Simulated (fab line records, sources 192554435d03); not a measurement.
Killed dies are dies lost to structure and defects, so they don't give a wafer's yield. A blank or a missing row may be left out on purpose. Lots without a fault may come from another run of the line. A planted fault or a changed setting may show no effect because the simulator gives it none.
fab line records | flow n5_finfet
record lots=7 wafers=21
route steps=1938 shown FIN_SAQP@116 FIN_CUT@157 DUMMY_GATE@228 SPACER0@259 SDB@347 HKMG_FIN@403 GATE_CUT@466
start_h: hours from the record's first day to the start of the lot's first wafer shown | wait_h: hours since the lot's step before | " the same as in the row above | L1.1+2: a row that stands for several wafers | - no value, or no start given | * or withheld: withheld | < > ~ a bound
route shown NAME@n: a module of which the file shows steps, and the number in the route of the first | usual: mean/standard deviation of fault-free wafers | same: alike in all rows | chamber/n: place in a boat | sites: the reading at each site | _std_site: their standard deviation | _edge_site: outer sites' mean less inner sites' | radius_mm: how far each site lies from the wafer's centre | mask NAME#n: copy n | behind: the tool/chamber that last shaped the wafer | hold: why the lot was held/for how many hours/how that ended | device: the transistor (n, p or np) that didn't switch | end of line: the same wafers' tests at the end of the route | a step without rows: its recipe alone | killed: dies lost to structure and defects at the first sort, not the wafer's yield | map: a wafer's dies, x killed, . not, _ none there
set.NAME: the setting as run; set.NAME@STEP: as run at that earlier step | model.NAME: the simulator's own value behind a step, which no gauge read
lots whose settings were changed on purpose; a table a step, a row a wafer
## steps
# step N5_FIN_SAQP_ETCH_52
# recipe chemistry=N2/H2 target=SOC target_depth_a=1000 overetch_a=200 mask_material=SiARC temp_c=40 time_s=150 ion_energy_ev=200 pressure_mtorr=30 source_w=840 bias_w=150 n2_flow_sccm=200 h2_flow_sccm=200 ends=end_point
# usual rf_vpp_V=524.1/2.5
# columns lot.wafer tool chamber start_h wait_h set.source_w rf_vpp_V
L077.1 rie_diel-03 1 39.68 0.0 840 525.1
L077.4 " 3 " " 840 525.3
L077.6 " 2 " " 840 522.7
L080.2 rie_diel-02 2 58.58 0.0 949.8 501.9
L080.5 " 3 " " 949.8 505.4
L080.6 " 2 " " 949.8 500.8
L082.4 rie_diel-04 1 70.09 0.0 840 527.6
L082.5 " 0 " " 771.7 535.0
L082.6 " 3 " " 840 522.7
L089.2 rie_diel-04 3 112.00 0.0 941.5 501.2
L089.3 " 1 " " 840 526.2
L089.5 " 2 " " 941.5 505.1
L090.3 rie_diel-02 2 119.70 0.0 840 519.9
L090.5 " 0 " " 840 526.4
L090.6 " 1 " " 840 520.1
L092.1 rie_diel-02 0 131.93 0.0 715.7 553.8
L092.4 " 2 " " 840 521.4
L092.5 " 1 " " 840 520.3
L096.3 rie_diel-03 2 154.60 0.0 840 522.5
L096.5 " 2 " " 840 523.2
L096.6 " 3 " " 840 525.9
# step N5_FIN_CUT_COAT_02
# recipe resist=CAR-EUV spin_rpm=1500 resist_thk_nm=30
# columns lot.wafer tool chamber start_h wait_h set.spin_rpm model.CAR-EUV_of_FIN_CUT_COAT_02.thk_nm
L077.1 litho_track-05 0 - - 1648 28.6
L077.4+6 " 0 " " 1500 30.2
L080.2 litho_track-05 0 - - 1442 30.6
L080.5+6 " 0 " " 1500 30
L082.4+5 litho_track-05 0 - - 1556 29.6
L082.6 " 0 " " 1500 30
L089.2+5 litho_track-03 0 - - 1334 31.8
L089.3 " 0 " " 1500 30
L090.3+5 litho_track-04 0 - - 1425 30.8
L090.6 " 0 " " 1500 30
L092.1 litho_track-04 0 - - 1500 30.2
L092.4 " 0 " " 1359 31.8
L092.5 " 0 " " 1359 31.6
L096.3+5 litho_track-04 0 - - 1500 30.2
L096.6 " 0 " " 1500 30
# step N5_FIN_CUT_EBR_04
# recipe solvent=PGMEA ebr_width_mm=1.5
# step N5_FIN_CUT_SOFTBAKE_03
# recipe temp_c=110 time_s=60 resist=CAR-EUV
# step N5_FIN_CUT_DESCUM_13
# recipe chemistry=O2 time_s=7 source_power_w=50 bias_power_w=20 pressure_mtorr=20 rf_frequency_hz=2.712e+07 temp_c=40 resist=CAR-EUV o2_flow_sccm=225
# columns lot.wafer tool chamber start_h wait_h set.spin_rpm@FIN_CUT_COAT_02 model.CAR-EUV_of_FIN_CUT_COAT_02.thk_nm
L077.1 rie_diel-01 1 44.87 0.7 1648 24.8
L077.4+6 " 1,3 " " 1500 26.2
L080.2 rie_diel-01 0 63.97 0.1 1442 26.8
L080.5 " 1 " " 1500 26.2
L080.6 " 2 " " 1500 26
L082.4+5 rie_diel-05 3,2 76.59 0.1 1556 25.6
L082.6 " 3 " " 1500 26
L089.2+5 rie_diel-06 2,3 117.10 0.0 1334 27.8
L089.3 " 0 " " 1500 26
L090.3 rie_diel-05 3 124.90 0.0 1425 26.8
L090.5 " 0 " " 1425 27
L090.6 " 3 " " 1500 26.2
L092.1 rie_diel-05 0 138.07 0.0 1500 26.2
L092.4 " 1 " " 1359 27.8
L092.5 " 3 " " 1359 27.6
L096.3+5+6 rie_diel-01 0,2,1 159.35 0.0 1500 26.2
# step N5_FIN_CUT_ETCH_21
# recipe chemistry=N2/H2 target=SOC target_depth_a=2190 overetch_a=438 mask_material=SiARC temp_c=40 ion_energy_ev=100 bias_w=61 time_s=523.5 pressure_mtorr=30 source_w=850 n2_flow_sccm=200 h2_flow_sccm=200
# columns lot.wafer tool chamber start_h wait_h set.time_s model.SiARC_of_FIN_CUT_COAT_19.thk_nm
L077.1+4 rie_diel-01 1 44.96 0.0 523.5 12.2
L077.6 " 3 " " 523.5 11.6
L080.2 rie_diel-01 0 64.06 0.0 433 13.4
L080.5 " 1 " " 523.5 12.2
L080.6 " 2 " " 433 13
L082.4+6 rie_diel-05 3 76.68 0.0 523.5 11.8
L082.5 " 2 " " 467.7 12.8
L089.2 rie_diel-06 2 117.19 0.0 473.7 12.4
L089.3 " 0 " " 473.7 12.8
L089.5 " 3 " " 473.7 12.6
L090.3 rie_diel-05 3 125.00 0.0 523.5 11.8
L090.5 " 0 " " 607.3 10.6
L090.6 " 3 " " 607.3 10.4
L092.1 rie_diel-05 0 138.16 0.0 523.5 12
L092.4 " 1 " " 523.5 11.6
L092.5 " 3 " " 523.5 11.8
L096.3 rie_diel-01 0 159.44 0.0 523.5 11.8
L096.5 " 2 " " 523.5 11.4
L096.6 " 1 " " 523.5 12.2
# step N5_DUMMY_GATE_EXPOSE_12
# recipe mask_id=GATE na=0.33 source_shape=annular sigma_inner=0.2 sigma_outer=0.6 polarization=unpolarized target_cd_nm=25 dose_mj=34
# columns lot.wafer tool chamber start_h wait_h mask set.dose_mj
L077.1+4 euv_scanner-01 0 63.52 - GATE#0 34
L077.6 " 0 " " GATE#0 33.29
L080.2+5+6 euv_scanner-01 0 84.27 - GATE#0 34
L082.4 euv_scanner-02 0 95.55 - GATE#0 35.8
L082.5+6 " 0 " " GATE#0 34
L089.2+3 euv_scanner-01 0 135.42 - GATE#0 32.39
L089.5 " 0 " " GATE#0 34
L090.3+6 euv_scanner-01 0 147.77 - GATE#0 35.79
L090.5 " 0 " " GATE#0 34
L092.1+5 euv_scanner-01 0 158.63 - GATE#0 33.3
L092.4 " 0 " " GATE#0 34
L096.3+5+6 euv_scanner-02 0 178.30 - GATE#0 34
# step N5_DUMMY_GATE_PEB_13
# recipe peb_temp_c=100 peb_time_s=60 resist=CAR-EUV
# step N5_DUMMY_GATE_DEVELOP_14
# recipe develop_time_s=30 developer=TMAH resist=CAR-EUV rinse_liquid=surfactant_rinse dry=air_spin dev_temp_c=23
# step N5_DUMMY_GATE_CD_MEAS_15
# recipe target_cd_nm=25.8 landing_energy_ev=500 detector=se_inlens
# usual cd_nm=25.02/0.22
# columns lot.wafer tool chamber start_h wait_h set.dose_mj@DUMMY_GATE_EXPOSE_12 cd_nm
L077.1 cd_sem-03 0 63.65 - 34 24.93
L077.4 " 0 " " 34 24.96
L077.6 " 0 " " 33.29 25.27
L080.2 cd_sem-02 0 84.40 - 34 24.78
L080.5 " 0 " " 34 24.37
L080.6 " 0 " " 34 24.93
L082.4 cd_sem-01 0 95.66 - 35.8 23.72
L082.5 " 0 " " 34 24.88
L082.6 " 0 " " 34 24.75
L089.2 cd_sem-01 0 135.54 - 32.39 26.26
L089.3 " 0 " " 32.39 25.94
L089.5 " 0 " " 34 25.28
L090.3 cd_sem-02 0 147.89 - 35.79 24.35
L090.5 " 0 " " 34 25.06
L090.6 " 0 " " 35.79 24.55
L092.1 cd_sem-03 0 158.76 - 33.3 25.10
L092.4 " 0 " " 34 25.09
L092.5 " 0 " " 33.3 25.21
L096.3 cd_sem-02 0 178.42 - 34 25.24
L096.5 " 0 " " 34 25.17
L096.6 " 0 " " 34 25.22
# step N5_SPACER0_ALD_00
# recipe material=SiOCN target_thk_a=35 temp_c=400 ald_precursor_family=alkyl-aminosilane ald_co_reactant=O2/N2-plasma pulse_time_s=3 purge_time_s=2 co_reactant_purge_time_s=2 ald_cycles=58 pressure_torr=2
# columns lot.wafer tool chamber start_h wait_h set.ald_cycles model.SiOCN_of_SPACER0_ALD_00.thk_nm
L077.1 ald_sin-01 0 65.35 0.1 61 3.6
L077.4+6 " 3,1 " " 58 3.6
L080.2+6 ald_sin-01 0,2 86.70 0.1 58 3.6
L080.5 " 1 " " 58 3.4
L082.4+5 ald_sin-04 2,1 97.30 0.1 58 3.6
L082.6 " 0 " " 65 4
L089.2+3 ald_sin-04 2,1 137.39 0.1 55 3.4
L089.5 " 3 " " 58 3.6
L090.3+5 ald_sin-03 3,0 150.12 0.1 58 3.4
L090.6 " 3 " " 62 3.8
L092.1+4 ald_sin-01 3,0 160.24 0.1 58 3.6
L092.5 " 3 " " 52 3.2
L096.3+5+6 ald_sin-03 0,2,1 179.97 0.1 58 3.4
# step N5_SDB_HM_DEP_00
# recipe material=SiNx target_thk_a=400 temp_c=400 precursor=SiH4/NH3/N2 pressure_torr=1.5 rf_w=300 time_s=35.3
# columns lot.wafer tool chamber start_h wait_h set.time_s model.SiNx_of_SDB_HM_DEP_00.thk_nm
L077.1 pecvd-03 1 85.49 0.0 35.3 39.4
L077.4 " 1 " " 35.3 40.2
L077.6 " 0 " " 35.3 40
L080.2 pecvd-04 2 104.54 0.0 30.27 33.8
L080.5 " 2 " " 35.3 40.6
L080.6 " 0 " " 35.3 40.2
L082.4 pecvd-01 0 115.34 0.1 35.3 40
L082.5 " 2 " " 35.3 40.6
L082.6 " 1 " " 35.3 40.4
L089.2 pecvd-04 2 155.16 0.0 35.3 40
L089.3 " 1 " " 35.3 39.6
L089.5 " 1 " " 35.3 40.8
L090.3 pecvd-03 2 167.20 0.0 35.3 40.2
L090.5 " 2 " " 37.2 42.4
L090.6 " 0 " " 37.2 42.8
L092.1 pecvd-03 2 178.97 0.0 35.3 39.8
L092.4 " 2 " " 35.3 40.4
L092.5 " 1 " " 38.23 43.6
L096.3 pecvd-04 1 197.31 0.0 35.3 40
L096.5 " 2 " " 35.3 40.6
L096.6 " 1 " " 35.3 40.8
# step N5_SDB_COAT_03
# recipe resist=SOC temp_c=250 time_s=60 spin_rpm=1500 resist_thk_nm=100
# columns lot.wafer tool chamber start_h wait_h set.spin_rpm model.SOC_of_SDB_COAT_03.thk_nm
L077.1+4 litho_track-02 0 85.57 0.1 1500 100.2
L077.6 " 0 " " 1500 100
L080.2 litho_track-01 0 104.63 0.1 1500 100.6
L080.5 " 0 " " 1500 100.2
L080.6 " 0 " " 1417 103.4
L082.4 litho_track-01 0 115.39 0.0 1429 102.8
L082.5 " 0 " " 1500 100.2
L082.6 " 0 " " 1500 100.6
L089.2 litho_track-01 0 155.25 0.1 1604 97
L089.3 " 0 " " 1500 100
L089.5 " 0 " " 1604 96.8
L090.3 litho_track-02 0 167.28 0.1 1500 100.4
L090.5 " 0 " " 1500 100
L090.6 " 0 " " 1500 99.8
L092.1 litho_track-03 0 179.05 0.1 1500 100
L092.4+5 " 0 " " 1341 105.8
L096.3+5 litho_track-01 0 197.39 0.1 1500 100.4
L096.6 " 0 " " 1500 100
# step N5_SDB_COAT_04
# recipe resist=SiARC temp_c=220 time_s=60 spin_rpm=1500 resist_thk_nm=18
# step N5_SDB_COAT_05
# recipe resist=CAR-ArF spin_rpm=1500 resist_thk_nm=90
# step N5_SDB_DESCUM_16
# recipe chemistry=O2 time_s=7.9 source_power_w=50 bias_power_w=20 pressure_mtorr=20 rf_frequency_hz=2.712e+07 temp_c=40 resist=CAR-ArF o2_flow_sccm=225
# step N5_SDB_ETCH_17
# recipe chemistry=CF4 target=SiARC target_depth_a=234 mask_material=CAR-ArF time_s=39 ion_energy_ev=80 pressure_mtorr=40 source_w=545 bias_w=36 Ar_flow_sccm=100 cf4_flow_sccm=100 ends=cleared
# step N5_SDB_ETCH_18
# recipe chemistry=N2/H2 target=SOC target_depth_a=1000 overetch_a=200 mask_material=SiARC temp_c=40 time_s=150 ion_energy_ev=200 pressure_mtorr=30 source_w=840 bias_w=150 n2_flow_sccm=200 h2_flow_sccm=200
# columns lot.wafer tool chamber start_h wait_h set.spin_rpm@SDB_COAT_03 model.etch.depth_nm
L077.1 rie_diel-03 0 86.14 0.0 1500 100.3
L077.4 " 2 " " 1500 100.1
L077.6 " 2 " " 1500 99.97
L080.2 rie_diel-04 3 105.25 0.0 1500 100.6
L080.5 " 2 " " 1500 100.3
L080.6 " 1 " " 1417 103.3
L082.4 rie_diel-02 0 115.91 0.0 1429 102.9
L082.5 " 0 " " 1500 100.2
L082.6 " 3 " " 1500 100.6
L089.2 rie_diel-03 1 155.77 0.0 1604 96.96
L089.3 " 2 " " 1500 100
L089.5 " 3 " " 1604 96.88
L090.3 rie_diel-02 2 167.81 0.0 1500 100.3
L090.5 " 3 " " 1500 99.97
L090.6 " 2 " " 1500 99.76
L092.1 rie_diel-03 3 179.88 0.0 1500 100.1
L092.4 " 0 " " 1341 105.9
L092.5 " 3 " " 1341 105.7
L096.3 rie_diel-03 2 197.92 0.0 1500 100.5
L096.5 " 2 " " 1500 100.4
L096.6 " 1 " " 1500 100.1
# step N5_SDB_STRIP_19
# recipe chemistry=N2/H2 temp_c=40 n2_flow_sccm=200 h2_flow_sccm=200 rf_frequency_hz=6e+07
# step N5_SDB_STRIP_21
# recipe chemistry=CF4 resist=SiARC power_w=300 bias_power_w=75 pressure_mtorr=50 cf4_flow_sccm=150 rf_frequency_hz=6e+07
# step N5_SDB_HM_OPEN_20
# recipe chemistry=CH3F/O2 target=SiNx mask_material=SOC target_depth_a=240 stop_on=poly-Si over_etch_frac=0.4 ion_energy_ev=120 pressure_mtorr=30 source_w=395 bias_w=73 Ar_flow_sccm=150 CH3F_flow_sccm=30 O2_flow_sccm=20
# columns lot.wafer tool chamber start_h wait_h set.time_s@SDB_HM_DEP_00 set.spin_rpm@SDB_COAT_03 model.SOC_of_SDB_COAT_03.thk_nm model.etch.depth_nm
L077.1 rie_diel-03 0 86.30 0.0 35.3 1500 85 23.39
L077.4 " 2 " " 35.3 1500 84 24.13
L077.6 " 2 " " 35.3 1500 83.8 24.07
L080.2 rie_diel-04 3 105.41 0.0 30.27 1500 84.4 17.87
L080.5 " 2 " " 35.3 1500 84.2 24.67
L080.6 " 1 " " 35.3 1417 87.2 24.16
L082.4 rie_diel-02 0 116.06 0.0 35.3 1429 86.4 24.03
L082.5 " 0 " " 35.3 1500 83.8 24.63
L082.6 " 3 " " 35.3 1500 84.8 24.37
L089.2 rie_diel-03 1 155.93 0.0 35.3 1604 81 23.96
L089.3 " 2 " " 35.3 1500 84 23.57
L089.5 " 3 " " 35.3 1604 80.6 24.75
L090.3 rie_diel-02 2 167.96 0.0 35.3 1500 84.4 24.17
L090.5 " 3 " " 37.2 1500 84.2 26.49
L090.6 " 2 " " 37.2 1500 83.8 26.79
L092.1 rie_diel-03 3 180.04 0.0 35.3 1500 84.2 23.77
L092.4 " 0 " " 35.3 1341 89.4 24.4
L092.5 " 3 " " 38.23 1341 89.6 27.5
L096.3 rie_diel-03 2 198.08 0.0 35.3 1500 84.2 24
L096.5 " 2 " " 35.3 1500 84.2 24.61
L096.6 " 1 " " 35.3 1500 84 24.8
# step N5_SDB_STRIP_22
# recipe chemistry=N2/H2 power_w=1000 temp_c=250 h2_frac=0.65 overash_fraction=0.3 pressure_mtorr=withheld n2_flow_sccm=1750 h2_flow_sccm=3250
# usual strip_time_to_endpoint_s=96.3/0.35
# columns lot.wafer tool chamber start_h wait_h set.spin_rpm@SDB_COAT_03 strip_time_to_endpoint_s
L077.1 plasma_asher-01 1 86.38 0.1 1500 97.1
L077.4 " 0 " " 1500 96.3
L077.6 " 1 " " 1500 96.1
L080.2 plasma_asher-01 1 105.49 0.1 1500 96.5
L080.5 " 1 " " 1500 96.3
L080.6 " 0 " " 1417 99.3
L082.4 plasma_asher-01 1 116.43 0.3 1429 98.5
L082.5 " 1 " " 1500 96.0
L082.6 " 0 " " 1500 97.0
L089.2 plasma_asher-02 0 156.01 0.1 1604 93.3
L089.3 " 0 " " 1500 96.2
L089.5 " 1 " " 1604 93.0
L090.3 plasma_asher-02 1 168.08 0.1 1500 96.7
L090.5 " 0 " " 1500 96.4
L090.6 " 1 " " 1500 96.1
L092.1 plasma_asher-02 1 180.12 0.1 1500 96.4
L092.4 " 0 " " 1341 101.3
L092.5 " 0 " " 1341 101.5
L096.3 plasma_asher-01 1 198.20 0.1 1500 96.3
L096.5 " 1 " " 1500 96.4
L096.6 " 0 " " 1500 96.2
# step N5_SDB_PRECLEAN_23
# recipe chemistry=dHF time_s=30 temp_c=25 dilution=withheld
# step N5_SDB_DUMMY_REMOVE_24
# recipe chemistry=TMAH temp_c=70 target=poly-Si stop_on=SiO2 target_depth_nm=142 conc_wt_pct=5 time_s=57 dry=ipa_marangoni rinse_time_s=30 rinse_temp_c=23
# step N5_SDB_ETCH_25
# recipe chemistry=C4F6/O2 target=SiO2 target_depth_a=100 time_s=3.3 ion_energy_ev=250 mask_material=SiNx pressure_mtorr=30 source_w=345 bias_w=185 Ar_flow_sccm=300 C4F6_flow_sccm=10 O2_flow_sccm=10
# step N5_SDB_CUT_ETCH_26
# recipe chemistry=HBr/Cl2/O2 target=Si target_depth_a=1296 bt_time_s=20 mask_material=SiNx time_s=51.8 ion_energy_ev=* bias_w=* pressure_mtorr=10 icp_w=800 HBr_flow_sccm=150 Cl2_flow_sccm=80 O2_flow_sccm=12
# step N5_SDB_PRECLEAN_38
# recipe chemistry=dHF time_s=10 dilution=750:1 temp_c=25
# columns lot.wafer tool chamber start_h wait_h set.time_s@SDB_HM_DEP_00 model.SiNx_of_SDB_HM_DEP_00.thk_nm
L077.1 wet_bench-03 1 87.12 0.1 35.3 21.8
L077.4+6 " 2,3 " " 35.3 22
L080.2 wet_bench-05 6 106.38 0.1 30.27 16
L080.5 " 5 " " 35.3 23.4
L080.6 " 7 " " 35.3 22.2
L082.4+5 wet_bench-05 0,1 117.26 0.1 35.3 22.4
L082.6 " 5 " " 35.3 22
L089.2+3 wet_bench-05 2,1 156.49 0.1 35.3 22
L089.5 " 3 " " 35.3 23.2
L090.3 wet_bench-06 3 168.69 0.1 35.3 21.8
L090.5 " 0 " " 37.2 24.2
L090.6 " 7 " " 37.2 24.4
L092.1 wet_bench-03 6 180.54 0.1 35.3 21.8
L092.4 " 7 " " 35.3 22
L092.5 " 3 " " 38.23 25.4
L096.3 wet_bench-06 2 198.58 0.1 35.3 22.2
L096.5 " 0 " " 35.3 22.6
L096.6 " 7 " " 35.3 23.2
# step N5_HKMG_FIN_ETCH_55
# recipe chemistry=N2/H2 target=SOC target_depth_a=2400 temp_c=40 time_s=300 ion_energy_ev=200 mask_material=SiARC pressure_mtorr=30 source_w=840 bias_w=150 n2_flow_sccm=200 h2_flow_sccm=200
# columns lot.wafer tool chamber start_h wait_h set.time_s model.HKMG_FIN.feature_depth_nm model.etch.depth_nm model.SiARC_of_HKMG_FIN_COAT_42.thk_nm
L077.1 rie_diel-04 2 92.62 0.0 300 240.8 240.8 21.2
L077.4 " 3 " " 300 245.4 245.4 21.4
L077.6 " 1 " " 244.5 195.2 195.2 23.8
L080.2 rie_diel-02 3 111.60 0.0 300 231.2 231.3 21.2
L080.5 " 1 " " 300 243.8 243.8 20.8
L080.6 " 2 " " 300 237.8 237.7 21.6
L082.4 rie_diel-02 1 122.33 0.1 300 245.2 245.2 20.8
L082.5 " 0 " " 300 249.8 249.7 20.2
L082.6 " 2 " " 331.8 267.6 267.5 19.8
L089.2 rie_diel-02 2 161.88 0.0 358 284 283.9 19
L089.3 " 1 " " 358 288 288 18.2
L089.5 " 3 " " 300 231 230.9 21.4
L090.3 rie_diel-04 1 174.23 0.0 300 239.6 239.7 21
L090.5 " 2 " " 247.9 198.2 198.2 23.6
L090.6 " 3 " " 247.9 201.6 201.6 23.8
L092.1 rie_diel-04 0 185.42 0.0 300 247 247.1 20.6
L092.4 " 3 " " 300 241 241 21.6
L092.5 " 3 " " 366.7 297.4 297.3 18.6
L096.3 rie_diel-04 3 204.48 0.0 300 240.8 240.7 21.6
L096.5 " 2 " " 300 241.2 241.1 21.2
L096.6 " 0 " " 300 244.4 244.5 20.8
# step N5_GATE_CUT_ETCH_56
# recipe chemistry=Cl2/Ar target=TiN target_depth_a=216 pressure_mtorr=10 icp_w=600 bias_w=60 Cl2_flow_sccm=40 Ar_flow_sccm=60
# columns lot.wafer tool chamber start_h wait_h set.bias_w model.etch.depth_nm
L077.1 rie_metal-02 0 100.73 0.1 60 22.12
L077.4 " 0 " " 50.73 20.9
L077.6 " 0 " " 50.73 20.68
L080.2 rie_metal-02 0 120.22 0.1 49.93 20.93
L080.5 " 1 " " 49.93 20.65
L080.6 " 0 " " 60 22.48
L082.4 rie_metal-02 1 130.24 0.1 57.17 21.19
L082.5 " 0 " " 60 22.08
L082.6 " 1 " " 57.17 21.3
L089.2 rie_metal-03 0 169.80 0.1 60 22
L089.3 " 1 " " 68.46 23.25
L089.5 " 0 " " 68.46 23.18
L090.3 rie_metal-02 1 182.40 0.1 60 21.61
L090.5 " 0 " " 67.45 23.02
L090.6 " 1 " " 60 21.91
L092.1 rie_metal-02 0 193.70 0.1 53.49 21.62
L092.4 " 0 " " 53.49 21.58
L092.5 " 0 " " 60 22.35
L096.3 rie_metal-02 0 212.71 0.1 60 22.36
L096.5 " 0 " " 60 22.39
L096.6 " 1 " " 60 22.01
## key
split step=N5_FIN_SAQP_ETCH_52 setting=source_w stated=840 by=wafer
response step=N5_FIN_SAQP_ETCH_52 reading=rf_vpp_V change=-1.96 per=1% r=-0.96
split step=N5_FIN_CUT_COAT_02 setting=spin_rpm stated=1500 by=wafer
response step=N5_FIN_CUT_COAT_02 reading=model.CAR-EUV_of_FIN_CUT_COAT_02.thk_nm change=-0.159 per=1% r=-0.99
response step=N5_FIN_CUT_DESCUM_13 reading=model.CAR-EUV_of_FIN_CUT_COAT_02.thk_nm change=-0.153 per=1% r=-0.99
split step=N5_FIN_CUT_ETCH_21 setting=time_s stated=523.5 by=wafer
response step=N5_FIN_CUT_ETCH_21 reading=model.SiARC_of_FIN_CUT_COAT_19.thk_nm change=-0.0729 per=1% r=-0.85
split step=N5_DUMMY_GATE_EXPOSE_12 setting=dose_mj stated=34 by=wafer
response step=N5_DUMMY_GATE_CD_MEAS_15 reading=cd_nm change=-0.158 per=1% r=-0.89
split step=N5_SPACER0_ALD_00 setting=ald_cycles stated=58 by=wafer
response step=N5_SPACER0_ALD_00 reading=model.SiOCN_of_SPACER0_ALD_00.thk_nm change=+0.0361 per=1% r=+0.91
split step=N5_SDB_HM_DEP_00 setting=time_s stated=35.3 by=wafer
response step=N5_SDB_HM_DEP_00 reading=model.SiNx_of_SDB_HM_DEP_00.thk_nm change=+0.452 per=1% r=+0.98
response step=N5_SDB_HM_OPEN_20 reading=model.etch.depth_nm change=+0.448 per=1% r=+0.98
response step=N5_SDB_PRECLEAN_38 reading=model.SiNx_of_SDB_HM_DEP_00.thk_nm change=+0.463 per=1% r=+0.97
split step=N5_SDB_COAT_03 setting=spin_rpm stated=1500 by=wafer
response step=N5_SDB_COAT_03 reading=model.SOC_of_SDB_COAT_03.thk_nm change=-0.52 per=1% r=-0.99
response step=N5_SDB_ETCH_18 reading=model.etch.depth_nm change=-0.515 per=1% r=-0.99
response step=N5_SDB_HM_OPEN_20 reading=model.SOC_of_SDB_COAT_03.thk_nm change=-0.489 per=1% r=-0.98
response step=N5_SDB_STRIP_22 reading=strip_time_to_endpoint_s change=* per=1% r=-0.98
split step=N5_HKMG_FIN_ETCH_55 setting=time_s stated=300 by=wafer
response step=N5_HKMG_FIN_ETCH_55 reading=model.HKMG_FIN.feature_depth_nm change=+2.49 per=1% r=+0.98
response step=N5_HKMG_FIN_ETCH_55 reading=model.etch.depth_nm change=+2.49 per=1% r=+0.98
response step=N5_HKMG_FIN_ETCH_55 reading=model.SiARC_of_HKMG_FIN_COAT_42.thk_nm change=-0.129 per=1% r=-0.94
split step=N5_GATE_CUT_ETCH_56 setting=bias_w stated=60 by=wafer
response step=N5_GATE_CUT_ETCH_56 reading=model.etch.depth_nm change=+0.0926 per=1% r=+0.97
